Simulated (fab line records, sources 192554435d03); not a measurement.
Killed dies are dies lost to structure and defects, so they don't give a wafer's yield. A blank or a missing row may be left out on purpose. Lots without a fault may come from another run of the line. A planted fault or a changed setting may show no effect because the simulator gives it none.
Split-lot experiment | flow n5_finfet | 7 lots, 21 wafers read, on a route of 1938 steps

THE SPLIT
At N5_BEOL_M6_ILD_DEP_00 (deposits SiCOH lowk from DEMS/porogen, target thk 179.75 nm, time 33.4 s), the setting time_s was moved away from the recipe's 33.4 s on 5 of the 21 wafers read, by -10.2% to +12.1%. The other wafers ran this setting at the recipe's value.

FROM THE SPLIT TO THE READING: what the file shows between them, 1 step
- N5_BEOL_M6_CURE_74: cures SiCOH lowk, time 240 s

THE READING
M6_ILD_THK, in nm, at N5_BEOL_M6_THK_MEAS_01. Fault-free wafers of this fab line usually give 155.1 nm, standard deviation 2 nm.

wafer  | tool, chamber at the split | time_s as run, s | against the recipe | M6_ILD_THK, nm | against lot-mates on the recipe
L077.3 | pecvd-02, 2                | 33.4             | recipe             | 154.1          | -
L077.4 | pecvd-02, 1                | 33.4             | recipe             | 158.3          | -
L077.5 | pecvd-02, 0                | 33.4             | recipe             | 157.0          | -
L079.3 | pecvd-04, 0                | 33.4             | recipe             | 151.7          | -
L079.4 | pecvd-04, 2                | 33.4             | recipe             | 154.1          | -
L079.6 | pecvd-04, 0                | 33.4             | recipe             | 153.6          | -
L080.2 | pecvd-02, 0                | 33.4             | recipe             | 153.7          | -
L080.3 | pecvd-02, 1                | 37.44            | +12.1%             | 174.1          | +19.5
L080.6 | pecvd-02, 2                | 33.4             | recipe             | 155.4          | -
L083.2 | pecvd-04, 1                | 33.4             | recipe             | 152.2          | -
L083.3 | pecvd-04, 0                | 29.98            | -10.2%             | 137.6          | -17.6
L083.6 | pecvd-04, 2                | 33.4             | recipe             | 158.2          | -
L087.3 | pecvd-01, 1                | 33.4             | recipe             | 153.3          | -
L087.4 | pecvd-01, 1                | 33.4             | recipe             | 156.6          | -
L087.5 | pecvd-01, 0                | 31.15            | -6.7%              | 147.8          | -7.1
L090.2 | pecvd-04, 0                | 33.4             | recipe             | 153.8          | -
L090.4 | pecvd-04, 0                | 36.68            | +9.8%              | 169.9          | +16.1
L090.6 | pecvd-04, 0                | 36.68            | +9.8%              | 170.2          | +16.4
L094.2 | pecvd-01, 0                | 33.4             | recipe             | 151.6          | -
L094.4 | pecvd-01, 1                | 33.4             | recipe             | 154.7          | -
L094.6 | pecvd-01, 2                | 33.4             | recipe             | 156.0          | -

THE FIT
A straight line over all 21 wafers: M6_ILD_THK changes by +1.54 nm for each +1% of time_s; r = +0.97; the points scatter about the line by 2.1 nm.
The same after taking each lot's own level away (the mean of its wafers on the recipe; 21 wafers): +1.6 nm for each +1%; r = +0.98; scatter 1.8 nm.
On that fit, the largest move of time_s shifts the reading by 19 nm.
The lots' own levels span 153.13 to 156.47 nm, that is 1.7 times the standard deviation above.
So the lot-to-lot level changes the slope little: the two slopes agree.
Check: with one of the wafers moved furthest among these (+12.1%) left out of the fit, the line predicts +19.5 nm for it against its lot-mates. It came out at +19.5 nm against them.

OTHER SPLITS ON THESE WAFERS
These wafers also went through other splits before the reading. Each is held against what the fit with the lots' levels taken away leaves over:
other split on the same wafers | wafers away from the commonest value | r with M6_ILD_THK (lot level and that fit taken away)
N5_BEOL_M0_CUTY_ETCH_63 time_s | 6                                    | +0.25
N5_BEOL_M0_ETCH_128 source_w   | 5                                    | +0.09
N5_BEOL_M3_COAT_76 spin_rpm    | 11                                   | +0.20

THE WHOLE CHAIN: every reading that the file lists as answering this split, in the file's order
step                   | what it does                                                             | reading                                                                                  | change (the file's fit)              | r (the file's)
N5_BEOL_M6_ILD_DEP_00  | deposits SiCOH lowk from DEMS/porogen, target thk 179.75 nm, time 33.4 s | SiCOH_lowk_of_BEOL_M6_ILD_DEP_00.thk_nm (the simulator's own value, which no gauge read) | +1.83 nm for each +1% of the setting | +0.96
N5_BEOL_M6_CURE_74     | cures SiCOH lowk, time 240 s                                             | SiCOH_lowk_of_BEOL_M6_ILD_DEP_00.thk_nm (the simulator's own value, which no gauge read) | +1.59 nm for each +1% of the setting | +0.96
N5_BEOL_M6_THK_MEAS_01 |                                                                          | M6_ILD_THK                                                                               | +1.59 for each +1% of the setting    | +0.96

THE FILE'S OWN FIT
M6_ILD_THK changes by +1.59 nm for each +1% of time_s, r = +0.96.
